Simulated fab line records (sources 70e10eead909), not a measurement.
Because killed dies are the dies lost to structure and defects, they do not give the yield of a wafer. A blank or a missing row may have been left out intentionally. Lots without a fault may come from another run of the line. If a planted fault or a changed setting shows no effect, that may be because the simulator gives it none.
fab line records | flow nand_harc
[record] lots = 5 | wafers = 15 | last_day = 26
route steps=1159 shown A_M1@1028 END@1159
lots that met no fault: taken from a fault-free run of the same line
start_h: hours from the record's first day to the start of the lot's first wafer shown | wait_h: hours elapsed since this lot's preceding step | " unchanged from the row above | L1.1+2: several wafers, shown together as one row | - either no value or no given start | * or withheld: withheld | < > ~ a bound
route shown NAME@n: a module of which the file shows steps, and the number in the route of the first | usual: average and standard deviation across the fault-free wafers | same: alike in all rows | chamber/n: place in a boat | sites: each site's reading | _std_site: standard deviation across them | _edge_site: outer sites' mean less inner sites' | radius_mm: for every site, how far away it sits from the centre of the wafer | mask NAME#n: copy n | behind: tool/chamber where the wafer was last shaped | hold: cause of the lot's hold/its duration in hours/its outcome | device: names the non-switching transistor (n, p or np) | end of line: the tests these same wafers got at the end of their route | for a step that has no rows: nothing shown but its recipe | killed: count of dies lost to structure and defects at first sort (not the wafer's yield) | map: per-die view of a wafer (x killed, . not killed, _ where there is no die)
set.NAME: the setting as run; set.NAME@STEP: as run at that earlier step | model.NAME: the simulator's own value behind a step, which no gauge read
a table for each step, a row for each wafer; lots at some steps of the route
services: from which hour (start_h, from the record's first day; less than 0 if before it) a tool's chamber was out of use, for how many hours, and why
[[steps]]
[step NHARC_A_M1_HMDS_02]
[recipe] time_s = 30
[step NHARC_A_M1_COAT_34]
[recipe] temp_c = 200 | time_s = 65
[step NHARC_A_M1_COAT_03]
[recipe] spin_rpm = 1500 | resist_thk_nm = 90
[step NHARC_A_M1_SOFTBAKE_04]
[recipe] temp_c = 105 | time_s = 55
[step NHARC_A_M1_EBR_05]
[step NHARC_A_M1_EXPOSE_06]
[recipe] na = 1.35 | target_cd_nm = 120 | dose_mj = 75.13 | mask_id = A_M1
[step NHARC_A_M1_PEB_07]
[recipe] peb_temp_c = 100 | peb_time_s = 65
[step NHARC_A_M1_DEVELOP_08]
[recipe] develop_time_s = 35 | dev_temp_c = 23
[step NHARC_A_M1_CD_MEAS_09]
[recipe] target_cd_nm = 120 | landing_energy_ev = 500
[usual] cd_nm = 119.8/0.65
lot.wafer | tool      | chamber | start_h | wait_h | cd_nm
L302.1    | cd_sem-02 | 0       | 421.60  | -      | 120.0
L302.2    | "         | 0       | "       | "      | 119.2
L302.6    | "         | 0       | "       | "      | 120.7
L312.1    | cd_sem-01 | 0       | 516.12  | -      | 120.5
L312.3    | "         | 0       | "       | "      | 120.2
L312.5    | "         | 0       | "       | "      | 120.6
L317.1    | cd_sem-02 | 0       | 542.06  | -      | 119.3
L317.5    | "         | 0       | "       | "      | 119.1
L317.6    | "         | 0       | "       | "      | 119.6
L324.3    | cd_sem-03 | 0       | 565.61  | -      | 119.8
L324.5    | "         | 0       | "       | "      | 120.9
L324.6    | "         | 0       | "       | "      | 119.7
L325.1    | cd_sem-03 | 0       | 566.34  | -      | 120.0
L325.4    | "         | 0       | "       | "      | 119.2
L325.6    | "         | 0       | "       | "      | 119.8
[step NHARC_A_M1_OVL_MEAS_10]
[recipe] pitch_nm = 240
[usual] overlay_x_nm = -0.3/0.7 | overlay_y_nm = 0.2/0.89
lot.wafer | tool       | chamber | start_h | wait_h | overlay_x_nm | overlay_y_nm
L302.1    | overlay-02 | -       | 421.68  | -      | -1.6         | 0.1
L302.2    | "          | -       | "       | "      | -2.2         | 0.0
L302.6    | "          | -       | "       | "      | -1.8         | 0.4
L312.1    | overlay-02 | -       | 516.21  | -      | 0.3          | -1.6
L312.3    | "          | -       | "       | "      | 0.0          | -1.1
L312.5    | "          | -       | "       | "      | -0.2         | -1.3
L317.1    | overlay-01 | -       | 542.15  | -      | -0.8         | 1.0
L317.5    | "          | -       | "       | "      | -0.4         | 1.1
L317.6    | "          | -       | "       | "      | 0.4          | 0.7
L324.3    | overlay-02 | -       | 565.70  | -      | -0.2         | -0.5
L324.5    | "          | -       | "       | "      | -0.1         | -0.2
L324.6    | "          | -       | "       | "      | 0.2          | -0.3
L325.1    | overlay-01 | -       | 566.43  | -      | -0.9         | 1.2
L325.4    | "          | -       | "       | "      | -1.6         | 1.1
L325.6    | "          | -       | "       | "      | -1.1         | 1.7
[step NHARC_A_M1_INSPECT_11]
[usual] raw_defect_count = 29/15
lot.wafer | tool              | chamber | start_h | wait_h | raw_defect_count
L302.1    | defect_inspect-02 | -       | 421.72  | 0.0    | 25
L302.2    | "                 | -       | "       | "      | 22
L302.6    | "                 | -       | "       | "      | 33
L312.1    | defect_inspect-01 | -       | 516.24  | 0.0    | 35
L312.3    | "                 | -       | "       | "      | 64
L312.5    | "                 | -       | "       | "      | 74
L317.1    | defect_inspect-02 | -       | 542.19  | 0.0    | 58
L317.5    | "                 | -       | "       | "      | 63
L317.6    | "                 | -       | "       | "      | 65
L324.3    | defect_inspect-01 | -       | 565.73  | 0.0    | 15
L324.5    | "                 | -       | "       | "      | 15
L324.6    | "                 | -       | "       | "      | 13
L325.1    | defect_inspect-01 | -       | 566.46  | 0.0    | 49
L325.4    | "                 | -       | "       | "      | 44
L325.6    | "                 | -       | "       | "      | 40
[step NHARC_A_M1_DESCUM_14]
[recipe] time_s = 3 | o2_flow_sccm = 200 | ar_flow_sccm = 0 | bias_power_w = 0 | chemistry = O2
[usual] drypump_motor_current_A = 5.7/0.38 | oes_product_au = 1.000/0.0095 | rf_vpp_V = 57.6/0.87 | showerhead_plenum_p_Torr = 1.88/0.045 | throttle_valve_pct = 11.312/0.0085
lot.wafer | tool        | chamber | start_h | wait_h | drypump_motor_current_A | oes_product_au | rf_hours_counter_h | rf_vpp_V | showerhead_plenum_p_Torr | throttle_valve_pct
L302.1    | rie_diel-07 | 1       | 421.79  | 0.1    | 5.1                     | 0.994          | 0                  | 59.0     | 1.87                     | 11.316
L302.2    | "           | 3       | "       | "      | 5.9                     | 1.008          | 0                  | 58.3     | 1.89                     | 11.322
L302.6    | "           | 0       | "       | "      | 6.2                     | 1.019          | -                  | 57.5     | 1.90                     | 11.318
L312.3    | rie_diel-07 | 3       | 516.30  | 0.1    | 5.9                     | 1.015          | 3                  | 58.2     | 1.89                     | 11.319
L312.1    | "           | 1       | "       | "      | 5.1                     | 1.001          | 3                  | 57.5     | 1.87                     | 11.304
L312.5    | "           | 3       | "       | "      | 6.0                     | 1.010          | -                  | 57.7     | 1.89                     | 11.314
L317.1    | rie_diel-03 | 0       | 542.27  | 0.1    | 5.8                     | 0.996          | 11                 | 58.0     | 2.01                     | 11.327
L317.5    | "           | 2       | "       | "      | 5.2                     | 0.998          | -                  | 57.7     | 1.89                     | 11.315
L317.6    | "           | 3       | "       | "      | 5.5                     | 0.986          | -                  | 58.2     | 1.86                     | 11.320
L324.3    | rie_diel-03 | 3       | 565.81  | 0.1    | 5.6                     | 1.000          | 12                 | 57.8     | 1.86                     | 11.304
L324.6    | "           | 1       | "       | "      | 6.0                     | 0.987          | -                  | 57.7     | 1.79                     | 11.311
L324.5    | "           | 2       | "       | "      | 5.3                     | 1.005          | -                  | 58.1     | 1.89                     | 11.309
L325.4    | rie_diel-06 | 0       | 566.54  | 0.1    | 5.5                     | 1.009          | 9                  | 57.7     | 1.89                     | 11.309
L325.1    | "           | 1       | "       | "      | 6.1                     | 0.997          | 9                  | 58.7     | 1.86                     | 11.314
L325.6    | "           | 2       | "       | "      | 6.0                     | 0.996          | -                  | 57.3     | 1.87                     | 11.301
[step NHARC_A_M1_ETCH_35]
[recipe] target_depth_a = 400 | overetch_a = 120 | time_s = 43.94 | ion_energy_ev = 200 | n2_flow_sccm = 150 | h2_flow_sccm = 150 | ar_flow_sccm = 0 | rf_w = 400 | bias_w = 150 | chemistry = N2/H2
[usual] drypump_motor_current_A = 5.8/0.37 | oes_product_au = 0.999/0.0095 | rf_vpp_V = 429.7/1.7 | run_length_s = 65.4/0.49 | showerhead_plenum_p_Torr = 2.01/0.051 | throttle_valve_pct = 14.171/0.0086
lot.wafer | tool        | chamber | start_h | wait_h | drypump_motor_current_A | oes_product_au | rf_hours_counter_h | rf_vpp_V | run_length_s | showerhead_plenum_p_Torr | throttle_valve_pct
L302.2    | rie_diel-07 | 1       | 421.87  | 0.1    | 5.1                     | 0.980          | 0                  | 429.1    | 65.7         | 2.00                     | 14.174
L302.1    | "           | 2       | "       | "      | 6.0                     | 0.993          | 0                  | 430.6    | 66.2         | 2.07                     | 14.182
L302.6    | "           | 1       | "       | "      | 5.1                     | 0.984          | -                  | 429.5    | 65.8         | 1.99                     | 14.161
L312.1    | rie_diel-07 | 3       | 516.40  | 0.1    | 5.9                     | 1.019          | 3                  | 429.5    | 65.2         | 2.01                     | 14.189
L312.3    | "           | 0       | "       | "      | 6.3                     | 0.997          | 3                  | 430.7    | 56.3         | 2.02                     | 14.170
L312.5    | "           | 1       | "       | "      | 5.1                     | 0.998          | -                  | 430.0    | 65.9         | 1.99                     | 14.184
L317.1    | rie_diel-03 | 2       | 542.37  | 0.1    | 5.3                     | 1.003          | 11                 | 431.6    | 65.3         | 2.01                     | 14.165
L317.6    | "           | 0       | "       | "      | 5.8                     | 1.003          | -                  | 432.5    | 65.0         | 2.15                     | 14.163
L317.5    | "           | 2       | "       | "      | 5.3                     | 1.007          | -                  | 430.5    | 65.2         | 2.01                     | 14.172
L324.3    | rie_diel-03 | 1       | 565.88  | 0.1    | 6.0                     | 0.988          | 11                 | 427.4    | 65.4         | 1.91                     | 14.165
L324.6    | "           | 1       | "       | "      | 6.0                     | 0.995          | -                  | 425.8    | 65.4         | 1.91                     | 14.166
L324.5    | "           | 2       | "       | "      | 5.3                     | 1.000          | -                  | 430.8    | 65.1         | 2.01                     | 14.171
L325.4    | rie_diel-06 | 3       | 566.61  | 0.1    | 5.5                     | 1.020          | 8                  | 427.5    | 65.6         | 1.92                     | 14.173
L325.1    | "           | 1       | "       | "      | 6.1                     | 0.996          | 9                  | 428.4    | 65.0         | 1.98                     | 14.156
L325.6    | "           | 0       | "       | "      | 5.4                     | 1.003          | -                  | 430.6    | 65.7         | 2.01                     | 14.174
[step NHARC_A_M1_ETCH_15]
[recipe] target_depth_a = 1825 | time_s = 91.2 | c4f8_flow_sccm = withheld | ar_flow_sccm = 400 | rf_w = 600 | bias_w = 300 | chemistry = C4F8/Ar
[usual] oes_product_au = 0.953/0.021 | rf_vpp_V = 439.8/1.6 | run_length_s = 112.7/0.51
lot.wafer | tool        | chamber | start_h | wait_h | oes_product_au | rf_hours_counter_h | rf_vpp_V | run_length_s
L302.1    | rie_diel-07 | 2       | -       | -      | 0.969          | 0                  | 441.1    | 113.1
L302.2    | "           | 0       | "       | "      | 0.970          | 0                  | 440.1    | 113.4
L302.6    | "           | 1       | "       | "      | 0.955          | -                  | 441.3    | 113.3
L312.3    | rie_diel-07 | 3       | -       | -      | 0.952          | 3                  | 439.5    | 112.3
L312.1    | "           | 0       | "       | "      | 0.953          | 3                  | 440.8    | 112.8
L312.5    | "           | 3       | "       | "      | 0.958          | -                  | 440.4    | 112.5
L317.1    | rie_diel-03 | 0       | -       | -      | 0.962          | 11                 | 443.0    | 113.0
L317.5    | "           | 2       | "       | "      | 0.956          | -                  | 439.9    | 112.5
L317.6    | "           | 3       | "       | "      | 0.950          | -                  | 439.8    | 113.1
L324.3    | rie_diel-03 | 1       | -       | -      | 0.922          | 11                 | 437.1    | 112.6
L324.5    | "           | 3       | "       | "      | 0.916          | -                  | 438.7    | 112.6
L324.6    | "           | 0       | "       | "      | 0.929          | -                  | 443.9    | 112.2
L325.1    | rie_diel-06 | 2       | -       | -      | 0.958          | 8                  | 440.2    | 111.4
L325.4    | "           | 3       | "       | "      | 0.973          | 8                  | 436.8    | 112.8
L325.6    | "           | 2       | "       | "      | 0.956          | -                  | 439.5    | 111.5
[step NHARC_END_SORT_01]
[recipe] temp_c = 25
[usual] defect_limited_yield = 95.4/1.8 | killed_at_array = 27/12 | killed_at_periphery = 3.7/2.7 | killed_dies = 31/12 | killed_open = 3.3/2 | killed_short = 2.0/1.4 | sort_bin_2_pct = 1.4/0.74 | sort_bin_3_pct = 0.25/0.2 | sort_bin_4_pct = 2.9/1.1 | sort_n_pass = 646/12 | sort_rim_yield_pct = 96.4/2.8 | sort_yield_pct = 95.4/1.8
[same] gross_dies = 677 | killed_at_other = 0 | sort_bin_5_pct[%] = 0 | sort_bin_6_pct[%] = 0 | sort_bin_7_pct[%] = 0 | sort_bin_8_pct[%] = 0 | sort_rim_n_gross = 106.00
lot.wafer | tool      | chamber | start_h | wait_h | defect_limited_yield[%] | killed_at_array | killed_at_periphery | killed_dies | killed_open | killed_short | sort_bin_2_pct[%] | sort_bin_3_pct[%] | sort_bin_4_pct[%] | sort_n_pass | sort_rim_yield_pct[%] | sort_yield_pct[%]
L302.1    | prober-01 | 0       | 472.36  | 2.5    | 95.1                    | 22              | 11                  | 33          | 4           | 3            | 1.3               | 0.30              | 3.2               | 644         | 94.3                  | 95.1
L302.2    | prober-01 | 0       | 473.16  | 2.8    | 95.0                    | 26              | 8                   | 34          | 5           | 2            | 1.2               | 0.30              | 3.5               | 643         | 95.3                  | 95.0
L302.6    | prober-01 | 0       | 476.33  | 4.0    | 94.8                    | 31              | 4                   | 35          | 1           | 2            | 1.8               | 0.30              | 3.1               | 642         | 99.1                  | 94.8
L312.1    | prober-01 | 0       | 552.77  | 2.5    | 94.7                    | 33              | 3                   | 36          | 3           | 1            | 2.2               | 0.44              | 2.7               | 641         | 94.3                  | 94.7
L312.3    | prober-01 | 0       | 554.35  | 3.1    | 89.2                    | 63              | 10                  | 73          | 6           | 4            | 4.1               | 0.74              | 5.9               | 604         | 99.1                  | 89.2
L312.5    | prober-01 | 0       | 555.93  | 3.7    | 89.2                    | 67              | 6                   | 73          | 4           | 1            | 2.4               | 0.44              | 8.0               | 604         | 94.3                  | 89.2
L317.1    | prober-01 | 0       | 578.54  | 2.5    | 93.4                    | 43              | 2                   | 45          | 2           | 2            | 2.2               | 0.30              | 4.1               | 632         | 99.1                  | 93.4
L317.5    | prober-01 | 0       | 581.73  | 3.7    | 93.4                    | 44              | 1                   | 45          | 1           | 4            | 3.0               | 0.44              | 3.2               | 632         | 94.3                  | 93.4
L317.6    | prober-01 | 0       | 582.53  | 4.0    | 91.7                    | 55              | 1                   | 56          | 3           | 5            | 2.4               | 0.30              | 5.6               | 621         | 95.3                  | 91.7
L324.3    | prober-02 | 0       | 603.60  | 3.1    | 97.6                    | 15              | 1                   | 16          | 1           | 1            | 0.9               | 0.44              | 1.0               | 661         | 97.2                  | 97.6
L324.5    | prober-02 | 0       | 605.20  | 3.7    | 96.9                    | 17              | 4                   | 21          | 6           | 2            | 0.1               | 0.15              | 2.8               | 656         | 93.4                  | 96.9
L324.6    | prober-02 | 0       | 606.00  | 4.0    | 98.1                    | 12              | 1                   | 13          | 1           | 1            | 0.6               | 0                 | 1.3               | 664         | 99.1                  | 98.1
L325.1    | prober-02 | 0       | 609.83  | 2.5    | 94.5                    | 34              | 3                   | 37          | 5           | 0            | 1.6               | 0.74              | 3.1               | 640         | 92.5                  | 94.5
L325.4    | prober-02 | 0       | 612.26  | 3.4    | 93.9                    | 36              | 5                   | 41          | 6           | 2            | 1.9               | 0.15              | 4.0               | 636         | 88.7                  | 93.9
L325.6    | prober-02 | 0       | 613.87  | 4.0    | 93.6                    | 39              | 4                   | 43          | 3           | 4            | 1.9               | 0.59              | 3.8               | 634         | 92.5                  | 93.6
// killed by level:class
L302.1 A_CHANNEL_HOLE_D1:chamber_film_flake=11 P_ZERO_WELL:chamber_film_flake=5 A_SLIT:chamber_film_flake=4 P_GATE:chamber_film_flake=2 P_CONTACT:geometric_particle:open=1 P_M1:geometric_particle:short=1 A_CHANNEL_FILL_D1:geometric_particle:open=1 A_CHANNEL_FILL_D1:geometric_particle:short=1
L302.2 A_CHANNEL_HOLE_D1:chamber_film_flake=14 P_ZERO_WELL:chamber_film_flake=4 A_SLIT:chamber_film_flake=4 A_CONTACT:geometric_particle:open=2 P_BONDPAD:chamber_film_flake=2 A_CONTACT:chamber_film_flake=2 P_M1:geometric_particle:open=1 A_SOURCE_PLATE:geometric_particle:open=1
L302.6 A_CHANNEL_HOLE_D1:chamber_film_flake=18 A_SLIT:chamber_film_flake=10 P_ZERO_WELL:chamber_film_flake=2 P_CONTACT:geometric_particle:short=1 A_CHANNEL_FILL_D1:geometric_particle:open=1 A_SGD_CUT:geometric_particle:short=1 P_BONDPAD:chamber_film_flake=1 A_CONTACT:chamber_film_flake=1
L312.1 A_CHANNEL_HOLE_D1:chamber_film_flake=18 A_SLIT:chamber_film_flake=6 A_CONTACT:chamber_film_flake=5 P_M1:chamber_film_flake=2 P_M0:geometric_particle:open=1 A_ONON_D1:geometric_particle:open=1 A_CONTACT:geometric_particle:open=1 A_BLC:geometric_particle:short=1
L312.3 A_CHANNEL_HOLE_D1:chamber_film_flake=21 A_SLIT:chamber_film_flake=17 P_M1:chamber_film_flake=10 A_CONTACT:chamber_film_flake=8 A_STAIRCASE:chamber_film_flake=4 A_CHANNEL_FILL_D1:geometric_particle:short=2 A_WL_FILL:geometric_particle:open=2 A_M1:geometric_particle:open=2
L312.5 A_CHANNEL_HOLE_D1:chamber_film_flake=27 A_SLIT:chamber_film_flake=20 A_CONTACT:chamber_film_flake=12 A_CONTACT:geometric_particle:open=3 P_GATE:chamber_film_flake=3 P_STI:chamber_film_flake=2 A_CHANNEL_FILL_D1:geometric_particle:open=1 A_BLC:geometric_particle:short=1
L317.1 A_CHANNEL_HOLE_D1:chamber_film_flake=18 A_SLIT:chamber_film_flake=14 A_STAIRCASE:chamber_film_flake=5 P_M0:geometric_particle:short=1 A_ONON_D1:geometric_particle:open=1 A_SGD_CUT:geometric_particle:short=1 A_M0:geometric_particle:open=1 P_STI:chamber_film_flake=1
L317.5 A_CHANNEL_HOLE_D1:chamber_film_flake=16 A_SLIT:chamber_film_flake=11 A_STAIRCASE:chamber_film_flake=4 A_BLC:chamber_film_flake=4 A_WL_FILL:geometric_particle:short=2 A_WL_FILL:chamber_film_flake=2 A_ONON_D1:geometric_particle:short=1 A_CONTACT:geometric_particle:open=1
L317.6 A_CHANNEL_HOLE_D1:chamber_film_flake=22 A_SLIT:chamber_film_flake=14 A_STAIRCASE:chamber_film_flake=5 A_CONTACT:geometric_particle:short=3 A_CONTACT:chamber_film_flake=3 A_ZERO_WELL:chamber_film_flake=2 A_ONON_D1:geometric_particle:open=1 A_CHANNEL_HOLE_D1:geometric_particle:short=1
L324.3 A_CHANNEL_HOLE_D1:chamber_film_flake=5 A_CONTACT:chamber_film_flake=5 A_ZERO_WELL:chamber_film_flake=2 A_CHANNEL_FILL_D1:geometric_particle:open=1 A_CONTACT:geometric_particle:short=1 P_BONDPAD:chamber_film_flake=1 A_SLIT:chamber_film_flake=1
L324.5 A_CHANNEL_HOLE_D1:chamber_film_flake=8 P_CONTACT:geometric_particle:open=2 A_CONTACT:geometric_particle:open=2 A_STAIRCASE:chamber_film_flake=2 A_CONTACT:chamber_film_flake=2 P_GATE:geometric_particle:open=1 P_M0:geometric_particle:open=1 A_ONON_D1:geometric_particle:short=1
L324.6 A_CHANNEL_HOLE_D1:chamber_film_flake=8 A_ZERO_WELL:chamber_film_flake=2 A_SGD_CUT:geometric_particle:short=1 A_CONTACT:geometric_particle:open=1 P_GATE:chamber_film_flake=1
L325.1 A_SLIT:chamber_film_flake=16 A_CHANNEL_HOLE_D1:chamber_film_flake=11 A_STAIRCASE:chamber_film_flake=3 P_CONTACT:geometric_particle:open=1 A_WL_FILL:geometric_particle:open=1 A_CONTACT:geometric_particle:open=1 A_BLC:geometric_particle:open=1 A_M0:geometric_particle:open=1
L325.4 A_SLIT:chamber_film_flake=12 A_CHANNEL_HOLE_D1:chamber_film_flake=11 A_STAIRCASE:chamber_film_flake=4 P_STI:chamber_film_flake=3 A_SGD_CUT:geometric_particle:open=2 A_SGD_CUT:geometric_particle:short=2 A_CONTACT:chamber_film_flake=2 P_M2:geometric_particle:open=1
L325.6 A_SLIT:chamber_film_flake=22 A_CHANNEL_HOLE_D1:chamber_film_flake=9 P_M0:geometric_particle:open=2 A_BLC:geometric_particle:short=2 A_CONTACT:chamber_film_flake=2 A_SOURCE_PLATE:geometric_particle:short=1 A_ONON_D1:geometric_particle:short=1 P_M1:chamber_film_flake=1
[[services]]
tool        | chamber | start_h | hours | kind
rie_diel-06 | 1       | 401.28  | 1.9   | repair
rie_diel-03 | 0       | 401.30  | -     | clean
rie_diel-03 | 1       | 401.30  | -     | clean
rie_diel-03 | 2       | 401.30  | -     | clean
rie_diel-03 | 3       | 401.30  | -     | clean
rie_diel-06 | -       | 403.74  | 0.7   | repair
rie_diel-03 | 1       | 403.99  | 14.0  | repair
rie_diel-07 | -       | 405.20  | 9.0   | pm
rie_diel-07 | 0       | 405.20  | 9.0   | vent_cycle
rie_diel-07 | 1       | 405.20  | 9.0   | vent_cycle
rie_diel-07 | 2       | 405.20  | 9.0   | vent_cycle
rie_diel-03 | 3       | 413.82  | 8.8   | repair
rie_diel-06 | -       | 418.33  | 9.0   | pm
rie_diel-03 | 1       | 425.54  | 5.0   | repair
rie_diel-06 | 3       | 436.01  | 8.0   | repair
rie_diel-03 | 2       | 450.54  | 5.5   | repair
rie_diel-03 | 1       | 454.44  | 1.6   | repair
rie_diel-03 | 3       | 480.24  | 9.7   | repair
rie_diel-07 | 1       | 485.86  | 8.3   | repair
rie_diel-06 | 2       | 499.26  | 6.1   | repair
rie_diel-03 | 0       | 507.32  | 8.3   | repair
rie_diel-03 | 1       | 539.26  | 4.1   | repair
rie_diel-03 | 0       | 548.46  | 11.2  | repair
rie_diel-06 | 3       | 553.97  | 2.4   | repair
[[key]]
[first_sign] step = NHARC_A_M1_ETCH_35 | reading = run_length_s | direction = down | sigmas = 19 | usual = * | struck = *
effect none on later readings
met_at NHARC_A_M1_ETCH_35
struck_wafers L312.3
[fault] kind = process_parameter_drift | tool = rie_diel-07 | chamber = 0 | onset_h = 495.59 | steps = NHARC_A_M1_ETCH_35 | channel = time_s | offset = * | shape = step | end_h = 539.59 | acts_in = * | stated = *
